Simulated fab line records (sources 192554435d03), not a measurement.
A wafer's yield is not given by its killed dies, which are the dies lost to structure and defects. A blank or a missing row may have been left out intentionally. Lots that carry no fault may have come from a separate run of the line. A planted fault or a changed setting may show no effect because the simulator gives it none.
Matching of chambers || flow n5Finfet || N5_BEOL_M15_TRENCH_ETCH_34 on rieDiel-03: 4 sister chambers
The step etches SiO2 in C4F8/O2/Ar, target depth 872.93 nm, time 199 s. 8 wafers are shown with their chamber, then 12 later ones without.

== WAFERS WITH THEIR CHAMBER ==
{"wafer": "L088.1", "chamber": 1, "showerheadPlenumPTorr (Torr)": 3.54, "drypumpMotorCurrentA (A)": 6.1}
{"wafer": "L088.4", "chamber": 3, "showerheadPlenumPTorr (Torr)": 3.63, "drypumpMotorCurrentA (A)": 6.4}
{"wafer": "L088.6", "chamber": 1, "showerheadPlenumPTorr (Torr)": 3.54, "drypumpMotorCurrentA (A)": 6.1}
{"wafer": "L089.2", "chamber": 0, "showerheadPlenumPTorr (Torr)": 3.28, "drypumpMotorCurrentA (A)": 5.1}
{"wafer": "L089.3", "chamber": 3, "showerheadPlenumPTorr (Torr)": 3.62, "drypumpMotorCurrentA (A)": 6.5}
{"wafer": "L092.2", "chamber": 2, "showerheadPlenumPTorr (Torr)": 3.39, "drypumpMotorCurrentA (A)": 5.5}
{"wafer": "L092.3", "chamber": 0, "showerheadPlenumPTorr (Torr)": 3.28, "drypumpMotorCurrentA (A)": 5.1}
{"wafer": "L092.5", "chamber": 2, "showerheadPlenumPTorr (Torr)": 3.39, "drypumpMotorCurrentA (A)": 5.5}

== WAFERS MISSING THEIR CHAMBER ==
{"wafer": "L093.1", "showerheadPlenumPTorr (Torr)": 3.54, "drypumpMotorCurrentA (A)": 6.1}
{"wafer": "L093.4", "showerheadPlenumPTorr (Torr)": 3.28, "drypumpMotorCurrentA (A)": 5.1}
{"wafer": "L093.6", "showerheadPlenumPTorr (Torr)": 3.62, "drypumpMotorCurrentA (A)": 6.5}
{"wafer": "L094.1", "showerheadPlenumPTorr (Torr)": 3.62, "drypumpMotorCurrentA (A)": 6.4}
{"wafer": "L094.3", "showerheadPlenumPTorr (Torr)": 3.53, "drypumpMotorCurrentA (A)": 6.1}
{"wafer": "L094.4", "showerheadPlenumPTorr (Torr)": 3.53, "drypumpMotorCurrentA (A)": 6.1}
{"wafer": "L096.3", "showerheadPlenumPTorr (Torr)": 3.61, "drypumpMotorCurrentA (A)": 6.5}
{"wafer": "L096.4", "showerheadPlenumPTorr (Torr)": 3.53, "drypumpMotorCurrentA (A)": 6.1}
{"wafer": "L096.5", "showerheadPlenumPTorr (Torr)": 3.27, "drypumpMotorCurrentA (A)": 5.1}
{"wafer": "L097.2", "showerheadPlenumPTorr (Torr)": 3.27, "drypumpMotorCurrentA (A)": 5.1}
{"wafer": "L097.3", "showerheadPlenumPTorr (Torr)": 3.61, "drypumpMotorCurrentA (A)": 6.4}
{"wafer": "L097.4", "showerheadPlenumPTorr (Torr)": 3.53, "drypumpMotorCurrentA (A)": 6.1}

== CHAMBER TAKEN BY EACH ==
{"wafer": "L093.1", "from the rows above": 1, "in truth": 1}
{"wafer": "L093.4", "from the rows above": 0, "in truth": 0}
{"wafer": "L093.6", "from the rows above": 3, "in truth": 3}
{"wafer": "L094.1", "from the rows above": 3, "in truth": 3}
{"wafer": "L094.3", "from the rows above": 1, "in truth": 1}
{"wafer": "L094.4", "from the rows above": 1, "in truth": 1}
{"wafer": "L096.3", "from the rows above": 3, "in truth": 3}
{"wafer": "L096.4", "from the rows above": 1, "in truth": 1}
{"wafer": "L096.5", "from the rows above": 0, "in truth": 0}
{"wafer": "L097.2", "from the rows above": 0, "in truth": 0}
{"wafer": "L097.3", "from the rows above": 3, "in truth": 3}
{"wafer": "L097.4", "from the rows above": 1, "in truth": 1}
Placed correctly: 12 of 12. Not placeable from these rows: 0. Placed wrongly: 0.
How it was worked out, from the rows above alone: a wafer's distance from a chamber is the root of the sum, over the readings, of the square of ((its reading less the chamber's mean) divided by the reading's scatter). If the next closest chamber is less than 2 further off than the closest, the wafer can't be placed; otherwise it belongs to the closest. Each chamber's mean is taken over the wafers shown for it. The scatter: take each reading less its chamber's mean, square it, sum over the shown wafers, divide by the number of wafers less the number of chambers, and take the root.
